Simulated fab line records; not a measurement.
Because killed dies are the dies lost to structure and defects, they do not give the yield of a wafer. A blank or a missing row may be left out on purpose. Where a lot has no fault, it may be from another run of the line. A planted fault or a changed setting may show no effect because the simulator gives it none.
fab line records    flow n5_finfet
record lots=4  wafers=12  last_day=17
route steps=1938 shown MOL_CONTACT_COAG@567 BEOL_M4@1111 PASSIVATION@1936
lots with no fault: from the same line, run without faults
start_h: the number of hours between the record's first day and the start of the first shown wafer of the lot    wait_h: hours since the lot's step before    " identical to the entry in the row above    L1.1+2: one row covering several wafers at once    - value missing, or start not given    * or withheld: withheld    < > ~ a bound
route shown NAME@n: names a module that has steps shown in the file, with the first one's number in the route    usual: mean/standard deviation taken from wafers without a fault    same: alike in all rows    chamber/n: place in a boat    sites: readings site by site    _std_site: their standard deviation    _edge_site: the outer-site mean with the inner-site mean subtracted    radius_mm: how far each site lies from the wafer's centre    mask NAME#n: copy n    behind: the tool/chamber that last shaped the wafer    hold: why the lot was held/for how many hours/how that ended    device: the n, p or np transistor that did not switch    end of line: at the end of the route, the tests of the same wafers    a step without rows: its recipe alone    killed: dies that structure and defects cost at the first sort, which is not the same as the wafer's yield    map: dies across one wafer; x = killed, . = not, _ = none there
set.NAME: the setting as run; set.NAME@STEP: as run at that earlier step    model.NAME: the simulator's own value behind a step, which no gauge read
lots seen at some steps along the route; tables by step, rows by wafer
services: a tool's chamber out of use, with start hour (start_h, from the record's first day; less than 0 if before it), hours out, and reason
## steps
# step N5_MOL_CONTACT_COAG_COAT_78
# recipe resist=CAR-EUV  spin_rpm=1500  resist_thk_nm=40
# step N5_MOL_CONTACT_COAG_EBR_80
# recipe solvent=PGMEA  ebr_width_mm=1.5
# step N5_MOL_CONTACT_COAG_SOFTBAKE_79
# recipe temp_c=110  time_s=60  resist=CAR-EUV
# step N5_MOL_CONTACT_COAG_EXPOSE_81
# recipe mask_id=VG  na=0.33  source_shape=annular  sigma_inner=0.3  sigma_outer=0.7  polarization=unpolarized  defocus_nm=0  dose_mj=59.5
# step N5_MOL_CONTACT_COAG_PEB_82
# recipe peb_temp_c=100  peb_time_s=60  resist=CAR-EUV
# step N5_MOL_CONTACT_COAG_DEVELOP_83
# recipe develop_time_s=30  developer=TMAH  resist=CAR-EUV  rinse_liquid=surfactant_rinse  dry=air_spin  dev_temp_c=23
# step N5_MOL_CONTACT_COAG_DESCUM_88
# recipe chemistry=O2  time_s=7  source_power_w=50  bias_power_w=20  pressure_mtorr=20  rf_frequency_hz=2.712e+07  temp_c=40  resist=CAR-EUV  o2_flow_sccm=225
# step N5_MOL_CONTACT_COAG_ETCH_89
# recipe chemistry=N2/H2  target=underlayer  target_depth_a=130  mask_material=CAR-EUV  time_s=10.4  ion_energy_ev=200  pressure_mtorr=30  source_w=840  bias_w=150  n2_flow_sccm=200  h2_flow_sccm=200  ends=cleared
# step N5_MOL_CONTACT_COAG_ETCH_90
# recipe chemistry=CF4  target=SiARC  target_depth_a=130  mask_material=CAR-EUV  time_s=21.7  ion_energy_ev=80  pressure_mtorr=40  source_w=545  bias_w=36  Ar_flow_sccm=100  cf4_flow_sccm=100  ends=cleared
# step N5_MOL_CONTACT_COAG_ALD_131
# recipe material=SiO2  target_thk_a=50  temp_c=100  ald_precursor_family=BDEAS  ald_co_reactant=O2-plasma  pulse_time_s=1  co_reactant_pulse_time_s=1  purge_time_s=2  co_reactant_purge_time_s=2  ald_cycles=35  pressure_torr=2
# usual ald_cycles=35/0  heater_power_w=79/10  precursor_pulse_height_rel=1.001/0.02
lot.wafer  tool        chamber  start_h  wait_h  ald_cycles  heater_power_w  precursor_pulse_height_rel  model.SiO2_of_MOL_CONTACT_COAG_ALD_131.thk_nm
L629.1     ald_sin-02  2        115.18   0.1     35          68              0.990                       5
L629.3     "           3        "        "       35          77              1.017                       5
L629.6     "           3        "        "       35          77              0.988                       5
L643.3     ald_sin-02  1        199.98   0.1     67          87              0.985                       9.6
L643.4     "           3        "        "       67          78              0.992                       9.6
L643.5     "           3        "        "       67          78              0.999                       9.6
L646.1     ald_sin-02  1        226.50   0.1     67          86              1.019                       9.6
L646.2     "           3        "        "       67          78              1.031                       9.6
L646.5     "           0        "        "       67          63              0.989                       9.6
L648.2     ald_sin-01  3        233.62   0.2     35          74              0.998                       5
L648.3     "           2        "        "       35          100             1.009                       5
L648.5     "           3        "        "       35          73              0.996                       5
# step N5_MOL_CONTACT_COAG_ETCHBACK_132
# recipe chemistry=CHF3  target=SiO2  target_depth_a=100  time_s=6.7  ion_energy_ev=200  pressure_mtorr=30  source_w=610  bias_w=170  Ar_flow_sccm=200  CHF3_flow_sccm=50
# step N5_BEOL_M4_RC_MEAS_101
# usual DIBL_N=35.8/1.5  DIBL_P=35.9/1.8  IOFF_N=0.152/0.025  IOFF_P=0.21/0.031  ION_N=672/11  ION_P=462/7.4  SS_N=71.5/0.52  SS_P=73.2/0.54  VT_N=250/3  VT_P=-250/3.3
lot.wafer  tool       chamber  start_h  wait_h  DIBL_N[mV/V]  DIBL_P[mV/V]  IOFF_N[nA/um]  IOFF_P[nA/um]  ION_N[uA/um]  ION_P[uA/um]  SS_N[mV/dec]  SS_P[mV/dec]  VT_N[mV]  VT_P[mV]
L629.1     prober-01  0        178.53   0.0     35.7          33.7          0.129          0.16           669           461           71.3          72.9          254       -256
L629.3     "          0        "        "       37.3          35.2          0.144          0.18           661           450           70.8          73.3          252       -254
L629.6     "          0        "        "       36.7          33.4          0.127          0.15           661           450           71.7          73.0          255       -257
L648.2     prober-01  0        303.50   0.2     34.3          33.5          0.120          0.19           653           455           70.4          72.2          256       -250
L648.3     "          0        "        "       38.3          38.4          0.200          0.28           685           470           71.4          72.8          249       -244
L648.5     "          0        "        "       33.3          32.8          0.114          0.18           656           455           70.2          72.3          252       -251
# step N5_PASSIVATION_PROBE_49
# usual defect_limited_yield=91.7/1.7  killed_at_M0_to_M3=34/10  killed_at_M4_up=13/5.1  killed_at_contacts=12/6.2  killed_at_front_end=36/12  killed_at_other=3.2/2.6  killed_dies=98/20  killed_on_rim=13/4.5  killed_open=65/13  killed_short=32/8.4  sort_bin_5_function=4.8/1.1  sort_bin_6_memory=3.2/0.74  sort_n_pass=1082/20  sort_yield_pct=91.7/1.7
# same gross_dies=1180  killed_at_back_side=0  sort_bin_4_leakage[%]=0  sort_bin_8_speed[%]=0
lot.wafer  tool       chamber  start_h  wait_h  defect_limited_yield[%]  killed_at_M0_to_M3  killed_at_M4_up  killed_at_contacts  killed_at_front_end  killed_at_other  killed_dies  killed_on_rim  killed_open  killed_short  sort_bin_5_function[%]  sort_bin_6_memory[%]  sort_n_pass  sort_yield_pct[%]
L629.1     prober-02  -        280.81   0.0     93.4                     23                  14               14                  19                   8                78           11             52           26            4.0                     2.3                   1102         93.4
L629.3     prober-02  -        280.91   0.1     92.2                     31                  7                14                  35                   5                92           10             56           36            4.4                     2.9                   1088         92.2
L629.6     prober-02  -        281.06   0.3     91.6                     32                  18               20                  14                   15               99           16             66           33            5.5                     2.5                   1081         91.6
L643.3     prober-01  -        376.59   0.1     0                        22                  26               1073                50                   9                1180         152            78           43            95.3                    4.5                   0            0
L643.4     prober-01  -        376.64   0.2     0                        37                  11               1093                38                   1                1180         152            66           28            96.6                    3.3                   0            0
L643.5     prober-01  -        376.69   0.2     0                        33                  18               1067                57                   5                1180         152            88           41            95.8                    3.8                   0            0
L646.1     prober-02  -        391.97   0.0     0                        63                  14               1078                22                   3                1180         152            75           29            97.0                    2.9                   0            0
L646.2     prober-02  -        392.02   0.1     0                        37                  13               1105                22                   3                1180         152            53           25            97.1                    2.7                   0            0
L646.5     prober-02  -        392.17   0.2     0                        39                  23               1097                13                   8                1180         152            59           31            96.3                    3.4                   0            0
# killed by level:class
L629.1 MOL_CONTACT_COAG:geometric_particle:open=10 BEOL_M4:geometric_particle:open=6 DUMMY_GATE:geometric_particle:open=5 BEOL_M0:geometric_particle:open=4 MOL_CONTACT_COAG:geometric_particle:short=4 BEOL_M0_SAQP:geometric_particle:short=4 BEOL_M2:geometric_particle:open=4 STI_FIN_REVEAL:geometric_particle:open=3
L629.3 MOL_CONTACT_COAG:geometric_particle:open=13 BEOL_M0_SAQP:geometric_particle:short=11 FIN_SAQP:geometric_particle:short=8 FIN_SAQP:geometric_particle:open=8 BEOL_M2:geometric_particle:open=6 BEOL_M0_SAQP:geometric_particle:open=5 STI_FIN_REVEAL:geometric_particle:open=3 DUMMY_GATE:geometric_particle:open=3
L629.6 MOL_CONTACT_COAG:geometric_particle:open=18 BEOL_M4:geometric_particle:open=12 BEOL_M0_SAQP:geometric_particle:short=10 BEOL_M0_SAQP:geometric_particle:open=7 BEOL_M1:geometric_particle:open=5 MIM_TOP:geometric_particle:open=4 STARTING-WAFER:geometric_particle:short=4 MIM_TOP:geometric_particle:short=3
L643.3 MOL_CONTACT_COAG:area_ald=1059 STI_FIN_REVEAL:geometric_particle:open=11 MOL_CONTACT_COAG:geometric_particle:open=11 GATE_CUT:geometric_particle:short=10 BEOL_M5:geometric_particle:open=8 BEOL_M2:geometric_particle:open=7 BEOL_M4:geometric_particle:open=7 FIN_SAQP:geometric_particle:short=6
L643.4 MOL_CONTACT_COAG:area_ald=1084 GATE_CUT:geometric_particle:open=9 GATE_CUT:geometric_particle:short=9 BEOL_M3:geometric_particle:open=9 MOL_CONTACT_COAG:geometric_particle:open=7 BEOL_M2:geometric_particle:open=7 STI_FIN_REVEAL:geometric_particle:open=6 BEOL_M0_SAQP:geometric_particle:open=6
L643.5 MOL_CONTACT_COAG:area_ald=1050 FIN_SAQP:geometric_particle:open=14 MOL_CONTACT_COAG:geometric_particle:open=14 STI_FIN_REVEAL:geometric_particle:open=9 BEOL_M2:geometric_particle:open=9 BEOL_M4:geometric_particle:open=9 FIN_SAQP:geometric_particle:short=8 GATE_CUT:geometric_particle:short=7
L646.1 MOL_CONTACT_COAG:area_ald=1074 BEOL_M2:geometric_particle:open=16 BEOL_M0_SAQP:geometric_particle:open=14 BEOL_M0_SAQP:geometric_particle:short=10 BEOL_M1:geometric_particle:open=10 BEOL_M3:geometric_particle:open=6 MOL_CONTACT_COAG:geometric_particle:open=4 BEOL_M2:geometric_particle:short=4
L646.2 MOL_CONTACT_COAG:area_ald=1101 BEOL_M1:geometric_particle:open=9 BEOL_M0_SAQP:geometric_particle:short=8 GATE_CUT:geometric_particle:open=6 BEOL_M0_SAQP:geometric_particle:open=6 BEOL_M3:geometric_particle:open=6 BEOL_M7:geometric_particle:open=4 MOL_CONTACT_COAG:geometric_particle:open=3
L646.5 MOL_CONTACT_COAG:area_ald=1089 BEOL_M0_SAQP:geometric_particle:short=14 BEOL_M4:geometric_particle:open=13 MOL_CONTACT_COAG:geometric_particle:open=7 BEOL_M0_SAQP:geometric_particle:open=7 FIN_SAQP:geometric_particle:open=4 BEOL_M2:geometric_particle:open=4 BEOL_M3:geometric_particle:open=4
# map L643.3 (x killed, . not)
_________________xxxxxxxxxxxx________________
______________xxxxxxxxxxxxxxxxxx_____________
___________xxxxxxxxxxxxxxxxxxxxxxxx__________
__________xxxxxxxxxxxxxxxxxxxxxxxxxx_________
________xxxxxxxxxxxxxxxxxxxxxxxxxxxxxx_______
_______xxxxxxxxxxxxxxxxxxxxxxxxxxxxxxxx______
______xxxxxxxxxxxxxxxxxxxxxxxxxxxxxxxxxx_____
_____xxxxxxxxxxxxxxxxxxxxxxxxxxxxxxxxxxxx____
____xxxxxxxxxxxxxxxxxxxxxxxxxxxxxxxxxxxxxx___
___xxxxxxxxxxxxxxxxxxxxxxxxxxxxxxxxxxxxxxxx__
___xxxxxxxxxxxxxxxxxxxxxxxxxxxxxxxxxxxxxxxx__
__xxxxxxxxxxxxxxxxxxxxxxxxxxxxxxxxxxxxxxxxxx_
__xxxxxxxxxxxxxxxxxxxxxxxxxxxxxxxxxxxxxxxxxx_
_xxxxxxxxxxxxxxxxxxxxxxxxxxxxxxxxxxxxxxxxxxxx
_xxxxxxxxxxxxxxxxxxxxxxxxxxxxxxxxxxxxxxxxxxxx
_xxxxxxxxxxxxxxxxxxxxxxxxxxxxxxxxxxxxxxxxxxxx
_xxxxxxxxxxxxxxxxxxxxxxxxxxxxxxxxxxxxxxxxxxxx
_xxxxxxxxxxxxxxxxxxxxxxxxxxxxxxxxxxxxxxxxxxxx
_xxxxxxxxxxxxxxxxxxxxxxxxxxxxxxxxxxxxxxxxxxxx
_xxxxxxxxxxxxxxxxxxxxxxxxxxxxxxxxxxxxxxxxxxxx
_xxxxxxxxxxxxxxxxxxxxxxxxxxxxxxxxxxxxxxxxxxxx
__xxxxxxxxxxxxxxxxxxxxxxxxxxxxxxxxxxxxxxxxxx_
__xxxxxxxxxxxxxxxxxxxxxxxxxxxxxxxxxxxxxxxxxx_
___xxxxxxxxxxxxxxxxxxxxxxxxxxxxxxxxxxxxxxxx__
___xxxxxxxxxxxxxxxxxxxxxxxxxxxxxxxxxxxxxxxx__
____xxxxxxxxxxxxxxxxxxxxxxxxxxxxxxxxxxxxxx___
_____xxxxxxxxxxxxxxxxxxxxxxxxxxxxxxxxxxxx____
______xxxxxxxxxxxxxxxxxxxxxxxxxxxxxxxxxx_____
_______xxxxxxxxxxxxxxxxxxxxxxxxxxxxxxxx______
________xxxxxxxxxxxxxxxxxxxxxxxxxxxxxx_______
__________xxxxxxxxxxxxxxxxxxxxxxxxxx_________
___________xxxxxxxxxxxxxxxxxxxxxxxx__________
______________xxxxxxxxxxxxxxxxxx_____________
_________________xxxxxxxxxxxx________________
# map L646.1 (x killed, . not)
_________________xxxxxxxxxxxx________________
______________xxxxxxxxxxxxxxxxxx_____________
___________xxxxxxxxxxxxxxxxxxxxxxxx__________
__________xxxxxxxxxxxxxxxxxxxxxxxxxx_________
________xxxxxxxxxxxxxxxxxxxxxxxxxxxxxx_______
_______xxxxxxxxxxxxxxxxxxxxxxxxxxxxxxxx______
______xxxxxxxxxxxxxxxxxxxxxxxxxxxxxxxxxx_____
_____xxxxxxxxxxxxxxxxxxxxxxxxxxxxxxxxxxxx____
____xxxxxxxxxxxxxxxxxxxxxxxxxxxxxxxxxxxxxx___
___xxxxxxxxxxxxxxxxxxxxxxxxxxxxxxxxxxxxxxxx__
___xxxxxxxxxxxxxxxxxxxxxxxxxxxxxxxxxxxxxxxx__
__xxxxxxxxxxxxxxxxxxxxxxxxxxxxxxxxxxxxxxxxxx_
__xxxxxxxxxxxxxxxxxxxxxxxxxxxxxxxxxxxxxxxxxx_
_xxxxxxxxxxxxxxxxxxxxxxxxxxxxxxxxxxxxxxxxxxxx
_xxxxxxxxxxxxxxxxxxxxxxxxxxxxxxxxxxxxxxxxxxxx
_xxxxxxxxxxxxxxxxxxxxxxxxxxxxxxxxxxxxxxxxxxxx
_xxxxxxxxxxxxxxxxxxxxxxxxxxxxxxxxxxxxxxxxxxxx
_xxxxxxxxxxxxxxxxxxxxxxxxxxxxxxxxxxxxxxxxxxxx
_xxxxxxxxxxxxxxxxxxxxxxxxxxxxxxxxxxxxxxxxxxxx
_xxxxxxxxxxxxxxxxxxxxxxxxxxxxxxxxxxxxxxxxxxxx
_xxxxxxxxxxxxxxxxxxxxxxxxxxxxxxxxxxxxxxxxxxxx
__xxxxxxxxxxxxxxxxxxxxxxxxxxxxxxxxxxxxxxxxxx_
__xxxxxxxxxxxxxxxxxxxxxxxxxxxxxxxxxxxxxxxxxx_
___xxxxxxxxxxxxxxxxxxxxxxxxxxxxxxxxxxxxxxxx__
___xxxxxxxxxxxxxxxxxxxxxxxxxxxxxxxxxxxxxxxx__
____xxxxxxxxxxxxxxxxxxxxxxxxxxxxxxxxxxxxxx___
_____xxxxxxxxxxxxxxxxxxxxxxxxxxxxxxxxxxxx____
______xxxxxxxxxxxxxxxxxxxxxxxxxxxxxxxxxx_____
_______xxxxxxxxxxxxxxxxxxxxxxxxxxxxxxxx______
________xxxxxxxxxxxxxxxxxxxxxxxxxxxxxx_______
__________xxxxxxxxxxxxxxxxxxxxxxxxxx_________
___________xxxxxxxxxxxxxxxxxxxxxxxx__________
______________xxxxxxxxxxxxxxxxxx_____________
_________________xxxxxxxxxxxx________________
## services
tool        chamber  start_h  hours  kind
ald_sin-01  0        99.29    -      clean
ald_sin-01  1        99.29    -      clean
ald_sin-01  2        99.29    -      clean
ald_sin-01  3        99.29    -      clean
ald_sin-01  3        141.04   5.9    repair
ald_sin-02  2        202.57   4.8    repair
ald_sin-02  2        219.17   9.0    repair
## key
first_sign step=N5_MOL_CONTACT_COAG_ALD_131  reading=ald_cycles  direction=up  sigmas=99+  usual=*  struck=*
effect step=N5_PASSIVATION_PROBE_49  reading=killed_at_contacts  direction=up  sigmas=99+  usual=12  struck=1086
model_effect step=N5_MOL_CONTACT_COAG_ALD_131  value=SiO2_of_MOL_CONTACT_COAG_ALD_131.thk_nm  without=5  struck=9.6
more_kills_born_at N5_MOL_CONTACT_COAG_ALD_131@ald_sin-02=6457
met_at N5_MOL_CONTACT_COAG_ALD_131
struck_wafers L643.3,L643.4,L643.5,L646.1,L646.2,L646.5
later_rows_left_out L643.3,L643.4,L643.5,L646.1,L646.2,L646.5
onset_between 115.18 199.98
fault kind=process_parameter_drift  tool=ald_sin-02  chamber=-  onset_h=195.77  steps=N5_MOL_CONTACT_COAG_ALD_131  channel=ald_cycles  offset=*  shape=step  end_h=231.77  acts_in=*  stated=*
# later_rows_left_out: the simulator's readings of these wafers behind a module that went badly wrong aren't trusted and aren't shown, but for the sort
